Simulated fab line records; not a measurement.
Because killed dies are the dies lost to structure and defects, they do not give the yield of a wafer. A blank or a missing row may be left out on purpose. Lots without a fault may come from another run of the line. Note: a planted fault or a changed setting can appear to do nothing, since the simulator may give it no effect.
A struck lot beside a sound one | flow n5 finfet | 28 steps out of a route of 1938
Sound: wafers L851.3, L851.5, L851.6. Struck: wafers L860.3, L860.4, L860.6. The cause comes at the end.
At each step with rows: each side's tool, then ch and its chambers, then its first start. Under that, the readings that differ: sound wafers | struck wafers | difference of the means | sigmas: that difference in standard deviations of wafers without a fault.
alike: words and numbers the same on both sides, and readings whose means are apart by under 2 such deviations; not compared: readings that were withheld, readings missing a value for some wafer, numbers with overlapping values and no deviation given by the record, and bounds like >300 which may hide the same value.
Wherever a step has rows on one side only, a row that says differs or no value, or a row with sigmas, the two part there. Non-overlapping numbers with no deviation appear without sigmas and do not part them. Lack of a reading on every wafer of one side parts them only where that side has two or more wafers.

N5_STI_FIN_REVEAL_ALD_14: deposits Si3N4, target thk 3 nm.
  sound on ald sin-03 ch 0,1,3, day 2 06:47; struck on ald sin-03 ch 0,1, day 4 10:46
  alike: chamber pressure Torr, heater power w
then, 2 steps without rows for these wafers: N5_STI_FIN_REVEAL_FCVD_FILL_01 (material SiO2 flowable, target thk 312 nm, time 512.2 s); N5_STI_FIN_REVEAL_DENSIFY_02 (time 1800 s).
N5_STI_FIN_REVEAL_CMP_04: polishes, stops on Si3N4, t overpolish 4 s, target thk 131.83 nm.
  sound on cmp-02 ch 0,3, day 2 11:49; struck on cmp-04 ch 2,3, day 4 15:49
  alike: motor current A, overpolish run s, time to endpoint s
  not compared: pad life wafers
N5_STI_FIN_REVEAL_THK_MEAS_05:
  sound on film metro-01, day 2 12:07; struck on film metro-02, day 4 16:07
  alike: thk nm
next, for these wafers, 1 step has no rows: N5_STI_FIN_REVEAL_DENSIFY_30.
N5_STI_FIN_REVEAL_ETCHBACK_08: etches SiO2 in C4F6/O2, target depth 30.5 nm, time 10.167 s.
  sound on rie diel-03 ch 0,1,3, day 2 12:22; struck on rie diel-03 ch 0,1,3, day 4 16:21
  alike: drypump motor current A, oes product au, rf vpp V, showerhead plenum p Torr, throttle valve pct
  not compared: rf hours counter h
N5_STI_FIN_REVEAL_STRIP_24: strips in N2/H2, time 90 s.
  sound on rie diel-03 ch 0,1,3, day 2 12:23; struck on rie diel-03 ch 0,1,3, day 4 16:23
  alike: drypump motor current A, oes product au, rf vpp V, showerhead plenum p Torr, throttle valve pct
  not compared: rf hours counter h
then, 4 steps without rows for these wafers: N5_STI_FIN_REVEAL_PRECLEAN_25 (cleans in SPM, time 90 s); N5_STI_FIN_REVEAL_PRECLEAN_26 (cleans in SC1, time 45 s); N5_STI_FIN_REVEAL_PRECLEAN_29 (cleans in DHF, time 30 s); N5_STI_FIN_REVEAL_SRD_12 (time 30 s).
N5_STI_FIN_REVEAL_RECESS_09: chemistry HF/NH3, target SiO2, afs cycles 11, target depth 42.5 nm, sublimation time 60 s.
  sound on vapor etch-02 ch 0,1, day 2 13:12; struck on vapor etch-01 ch 0,1, day 4 17:28
  no value came back on the struck wafers for afs cycles, drypump motor current A (A); on the sound wafers afs cycles reads 11 11 11
  reading                                      | sound          | struck         | difference | sigmas
  model.SiNx_of_FIN_SAQP_HM_DEP_03.thk nm (nm) | 18.4 18.8 19.2 | 21.2 22.2 21.2 | +2.7       |
then, 7 steps without rows for these wafers: N5_STI_FIN_REVEAL_STRIP_16 (strips SiNx in H3PO4, target depth 23.8 nm); N5_STI_FIN_REVEAL_PRECLEAN_17 (cleans in NF3:NH3, afs cycles 1, time 20 s, sublimation time 60 s); N5_STI_FIN_REVEAL_ETCH_34 (etches Si in H2, material Si, target depth 0.97 nm); N5_STI_FIN_REVEAL_OXIDATION_31 (chemistry O2 PLASMA REMOTE, time 20 s); N5_STI_FIN_REVEAL_PRECLEAN_32 (cleans in NF3:NH3, afs cycles 1, time 20 s, sublimation time 60 s); N5_STI_FIN_REVEAL_STRIP_35 (strips Si3N4 in H3PO4, target depth 4 nm, time 39 s); N5_STI_FIN_REVEAL_SRD_21 (time 30 s).
N5_STI_FIN_REVEAL_OXIDATION_33: chemistry O2 PLASMA REMOTE, time 20 s.
  sound on plasma asher-01 ch 0,1, day 2 15:19; struck on plasma asher-02 ch 0,1, day 4 19:28
  alike: drypump motor current A, heater power w
  not compared: rf hours counter h
then, 2 steps without rows for these wafers: N5_STI_FIN_REVEAL_CLEAN_19 (cleans in O3/DIW, time 120 s); N5_STI_FIN_REVEAL_SRD_23 (time 30 s).
N5_STI_FIN_REVEAL_CD_MEAS_22: target cd 6.238 nm, pitch 28 nm.
  sound on cd sem-02, day 2 15:28; struck on cd sem-02, day 4 19:36
  alike: cd nm
N5_STI_FIN_REVEAL_FIN_H_MEAS_10:
  sound on ocd-02, day 2 15:29; struck on ocd-02, day 4 19:38
  reading              | sound          | struck       | difference | sigmas
  trench depth nm (nm) | 53.3 52.3 51.3 | 0.0 0.1 -0.2 | -52.3      | -52
then, 1 step without rows for these wafers: N5_STI_FIN_REVEAL_PRECLEAN_18 (cleans in SC2, time 45 s).
N5_BEOL_M4_RC_MEAS_101:
  the record has rows for the sound wafers here (prober-01 ch 0, day 7 13:34) and none for the struck ones
-- here the record skips 9 days between the struck wafers' starts before and after, leaving off in module BEOL_M4 and picking up in module PASSIVATION (first step shown: number 1936 of the route) --
N5_PASSIVATION_PROBE_49:
  sound on prober-02, day 11 14:51; struck on prober-01, day 13 23:08
  reading                  | sound          | struck         | difference | sigmas
  defect limited yield (%) | 93.8 93.2 93.0 | 0 0 0          | -93        | -58
  killed at front end      | 43 27 41       | 1108 1130 1121 | +1083      | +83
  killed dies              | 73 80 83       | 1180 1180 1180 | +1101      | +58
  killed on rim            | 13 10 9        | 152 152 152    | +141       | +36
  sort_bin_5_function (%)  | 3.4 3.6 3.9    | 96.8 96.7 96.4 | +93.0      | +85
  sort n pass              | 1107 1100 1097 | 0 0 0          | -1101      | -55
  sort yield pct (%)       | 93.8 93.2 93.0 | 0 0 0          | -93        | -55
  alike: killed_at_M0_to_M3, killed_at_M4_up, killed at contacts, killed at other, killed open, killed short, sort_bin_6_memory, sort_bin_8_speed

== WHERE THEY PART ==
First at N5_STI_FIN_REVEAL_RECESS_09; last, within this record, at N5_PASSIVATION_PROBE_49.

WHY: what the simulator had put in
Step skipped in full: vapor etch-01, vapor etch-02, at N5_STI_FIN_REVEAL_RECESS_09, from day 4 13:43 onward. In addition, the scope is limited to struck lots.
